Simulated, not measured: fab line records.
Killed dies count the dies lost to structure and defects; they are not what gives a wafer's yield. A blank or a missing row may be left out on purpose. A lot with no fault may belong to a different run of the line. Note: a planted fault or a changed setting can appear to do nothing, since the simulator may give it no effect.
Matching of chambers | flow n5Finfet | rieDiel-05 running N5_DUMMY_GATE_ETCH_29: 4 sister chambers
The step etches underlayer in N2/H2, target depth 13 nm. 16 wafers are shown with their chamber, then 8 later ones without.

WAFERS PAIRED WITH THEIR CHAMBERS
wafer  | chamber | showerheadPlenumPTorr (Torr) | throttleValvePct (%) | drypumpMotorCurrentA (A)
L074.2 | 1       | 2.44                         | 18.00                | 5.5
L074.3 | 2       | 2.59                         | 17.59                | 5.1
L074.6 | 2       | 2.59                         | 17.57                | 5.1
L076.1 | 3       | 2.48                         | 17.49                | 5.6
L076.3 | 0       | 2.64                         | 18.26                | 6.0
L076.4 | 1       | 2.44                         | 18.01                | 5.5
L081.2 | 2       | 2.59                         | 17.60                | 5.1
L081.3 | 3       | 2.48                         | 17.53                | 5.6
L081.6 | 0       | 2.64                         | 18.27                | 6.0
L082.3 | 2       | 2.59                         | 17.60                | 5.1
L082.4 | 0       | 2.64                         | 18.26                | 6.0
L082.5 | 2       | 2.59                         | 17.59                | 5.1
L085.3 | 1       | 2.43                         | 18.02                | 5.5
L085.4 | 0       | 2.63                         | 18.27                | 6.0
L085.6 | 1       | 2.43                         | 18.02                | 5.6
L086.1 | 3       | 2.48                         | 17.55                | 5.7

SIGNATURES (averages over the wafers above)
reading               | chamber 0 | chamber 1 | chamber 2 | chamber 3 | scatter within a chamber
showerheadPlenumPTorr | 2.6375    | 2.4350    | 2.5900    | 2.4800    | 0.00382
throttleValvePct      | 18.2650   | 18.0125   | 17.5900   | 17.5233   | 0.0154
drypumpMotorCurrentA  | 6.000     | 5.525     | 5.100     | 5.633     | 0.0344
Rule: for each reading, subtract the chamber's mean from the wafer's reading, divide by that reading's scatter and square the result; add these up over the readings and take the root, which gives the wafer's distance from the chamber. The wafer belongs to the nearest chamber; if the next one is less than 2 further off, it can't be placed. How the scatter is found: for the shown wafers, subtract from each reading the mean of its chamber, square and add these, divide the total by (wafers less chambers), then take the root.

WAFERS WITHOUT THEIR CHAMBER
wafer  | showerheadPlenumPTorr (Torr) | throttleValvePct (%) | drypumpMotorCurrentA (A)
L086.3 | 2.43                         | 18.04                | 5.5
L086.5 | 2.58                         | 17.59                | 5.1
L094.1 | 2.42                         | 18.05                | 5.5
L094.4 | 2.42                         | 18.05                | 5.5
L094.5 | 2.47                         | 17.57                | 5.6
L096.1 | 2.42                         | 18.06                | 5.5
L096.5 | 2.57                         | 17.63                | 5.1
L096.6 | 2.47                         | 17.58                | 5.7

WHICH CHAMBER EACH ONE RAN IN
wafer  | from the rows above | in truth
L086.3 | 1                   | 1
L086.5 | 2                   | 2
L094.1 | 1                   | 1
L094.4 | 1                   | 1
L094.5 | 3                   | 3
L096.1 | 1                   | 1
L096.5 | 2                   | 2
L096.6 | 3                   | 3
Correctly placed: 8 of 8. From these rows, 0 cannot be placed. 0 placed wrongly.
